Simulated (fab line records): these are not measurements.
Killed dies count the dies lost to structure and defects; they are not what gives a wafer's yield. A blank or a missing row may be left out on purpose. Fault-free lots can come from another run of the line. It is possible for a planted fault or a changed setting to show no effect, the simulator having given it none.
A lot that was struck, set against a sound lot    flow n5_finfet    27 out of 1938 route steps
Sound: the wafers L240.4, L240.5, L240.6. The struck wafers were L260.3, L260.4, L260.6. The cause comes at the end.
For every step that has rows: the tool of each side, followed by ch and its chambers, followed by its first start. Under that, the readings that differ: sound wafers    struck wafers    difference of the means    sigmas: that difference in standard deviations of wafers without a fault.
alike: readings whose means differ by less than 2 such deviations, and words and numbers that are the same on both sides. not compared: withheld readings, readings that some wafer has no value for, bounds like >300 that may hide the same value, and numbers for which the record gives no deviation and whose values overlap.
A row with sigmas, a row that says differs or no value, or rows on one side alone: a step with any of these is where the two part. When numbers do not overlap yet have no deviation, they are printed without sigmas and do not part them. A reading missing from all wafers of one side parts the sides only when that side holds two or more wafers.

first, 2 steps without rows for these wafers: N5_DUMMY_REMOVAL_PRECLEAN_07 (cleans in dHF, time 30 s); N5_DUMMY_REMOVAL_DUMMY_REMOVE_02 (chemistry TMAH, target poly-Si, stops on SiO2, target depth 142 nm, time 57 s, rinse time 30 s).
N5_DUMMY_REMOVAL_INSPECT_06: inspects for defects (brightfield).
  sound on defect_inspect-01, day 4 12:10; struck on defect_inspect-02, day 9 09:32
reading           sound   struck    difference  sigmas
raw_defect_count  8 10 8  20 28 26  +16         +2
then, 4 steps without rows for these wafers: N5_DUMMY_REMOVAL_PRECLEAN_08 (cleans in NF3:NH3, afs cycles 2, time 20 s, sublimation time 60 s); N5_DUMMY_REMOVAL_PRECLEAN_04 (cleans in DHF, time 37 s); N5_DUMMY_REMOVAL_SRD_05 (time 30 s); N5_HKMG_FIN_IL_REGROW_00 (material SiO2, chemistry O3, target thk 0.75 nm, time 30 s).
N5_HKMG_FIN_HK_ALD_01: deposits HfO2, target thk 1.6 nm, pulse time 3 s, purge time 3 s.
  sound on ald_hk-02 ch 2,3, day 4 12:31; struck on ald_hk-02 ch 0,2,3, day 9 09:54
  alike: precursor_pulse_height_rel
N5_HKMG_FIN_HK_ANNEAL_02: time 30 s.
  sound on rtp_anneal-02 ch 0, day 4 12:48; struck on rtp_anneal-02 ch 0, day 9 10:08
  alike: lamp_power_pct, lamp_zone_2_pct, lamp_zone_5_pct, wafer_temp_C_max
N5_HKMG_FIN_ALD_74: deposits La2O3, target thk 0.5 nm, pulse time 6 s, co reactant pulse time 1 s.
  sound on ald_hk-01 ch 1,2, day 4 12:55; struck on ald_hk-03 ch 0,1,2, day 9 10:18
  alike: heater_power_w, precursor_pulse_height_rel
N5_HKMG_FIN_ALD_75: deposits Al2O3, target thk 1 nm, co reactant pulse time 1 s.
  sound on ald_hk-01 ch 1,2, day 4 13:00; struck on ald_hk-03 ch 0,1,2, day 9 10:22
  alike: heater_power_w, precursor_pulse_height_rel
then, 1 step without rows for these wafers: N5_HKMG_FIN_COAT_41 (time 60 s, resist thk 300 nm).
N5_HKMG_FIN_COAT_42: time 60 s, resist thk 35 nm.
  sound on litho_track-01 ch 0, day 4 13:06; struck on litho_track-01 ch 0, day 9 10:29
reading                                      sound                 struck                difference  sigmas
spin_speed_rpm (rpm)                         1498.9 1501.2 1499.6  2249.6 2249.3 2248.9  +749.4      +99 or more
model.SiARC_of_HKMG_FIN_COAT_42.thk_nm (nm)  35 35.2 35.2          28.6 28.6 28.6        -6.5        
  alike: plate_temp_C
then, 6 steps without rows for these wafers: N5_HKMG_FIN_COAT_43 (resist thk 90 nm); N5_HKMG_FIN_EBR_45; N5_HKMG_FIN_SOFTBAKE_44 (time 60 s); N5_HKMG_FIN_EXPOSE_46 (exposes mask NDIPOLE); N5_HKMG_FIN_PEB_47 (peb time 60 s); N5_HKMG_FIN_DEVELOP_48 (develop time 30 s).
N5_HKMG_FIN_CD_MEAS_49: the cd target is 202 nm.
  sound on cd_sem-02 ch 0, day 4 13:28; struck on cd_sem-02 ch 0, day 9 10:50
  alike: cd_nm
N5_HKMG_FIN_OVL_MEAS_50:
  sound on overlay-02 ch 0, day 4 13:30; struck on overlay-02 ch 0, day 9 10:52
  alike: NDIPOLE_OVL
N5_HKMG_FIN_INSPECT_61: inspects for defects (macro).
  sound on defect_inspect-01, day 4 13:31; struck on defect_inspect-01, day 9 10:53
  alike: raw_defect_count
N5_HKMG_FIN_DESCUM_53: chemistry O2, time 7.9 s.
  sound on rie_diel-01 ch 1,2,3, day 4 13:33; struck on rie_diel-05 ch 0,3, day 9 10:56
  alike: drypump_motor_current_A, oes_product_au, rf_vpp_V, showerhead_plenum_p_Torr, throttle_valve_pct
  not compared: rf_hours_counter_h
N5_HKMG_FIN_ETCH_54: etches SiARC in CF4, target depth 45.5 nm, time 75.8 s.
  sound on rie_diel-01 ch 1,2,3, day 4 13:35; struck on rie_diel-05 ch 0,3, day 9 10:58
reading                                        sound              struck             difference  sigmas
etch_rf_on_time_s (s)                          75.5 76.3 70.8     61.9 63.0 63.5     -11.4       -6
model.etch.depth_nm (nm)                       35.08 35.13 35.12  28.58 28.58 28.61  -6.52       
model.CAR-ArF_of_HKMG_FIN_COAT_43.thk_nm (nm)  50.6 50.4 50.6     56.8 57 57         +6.4        
  alike: drypump_motor_current_A, oes_product_au, rf_vpp_V, showerhead_plenum_p_Torr, throttle_valve_pct
  not compared: rf_hours_counter_h
N5_HKMG_FIN_ETCH_55: etches SOC in N2/H2, target depth 240 nm, time 300 s.
  sound on rie_diel-01 ch 1,2,3, day 4 13:38; struck on rie_diel-05 ch 0,3, day 9 11:01
reading                                      sound           struck        difference  sigmas
model.SiARC_of_HKMG_FIN_COAT_42.thk_nm (nm)  20.8 21.4 20.4  14.8 14.8 15  -6.0        
  alike: drypump_motor_current_A, oes_product_au, rf_vpp_V, showerhead_plenum_p_Torr, throttle_valve_pct
  not compared: rf_hours_counter_h
then, 1 step without rows for these wafers: N5_HKMG_FIN_STRIP_56 (strips in N2/H2).
N5_PASSIVATION_PROBE_49:
  the record holds rows for the sound wafers here (prober-02, day 13 12:26) but none for the struck ones

## WHERE THEY PART
At N5_DUMMY_REMOVAL_INSPECT_06 first; at N5_PASSIVATION_PROBE_49 last (within this record only).

WHY: what the simulator had put in
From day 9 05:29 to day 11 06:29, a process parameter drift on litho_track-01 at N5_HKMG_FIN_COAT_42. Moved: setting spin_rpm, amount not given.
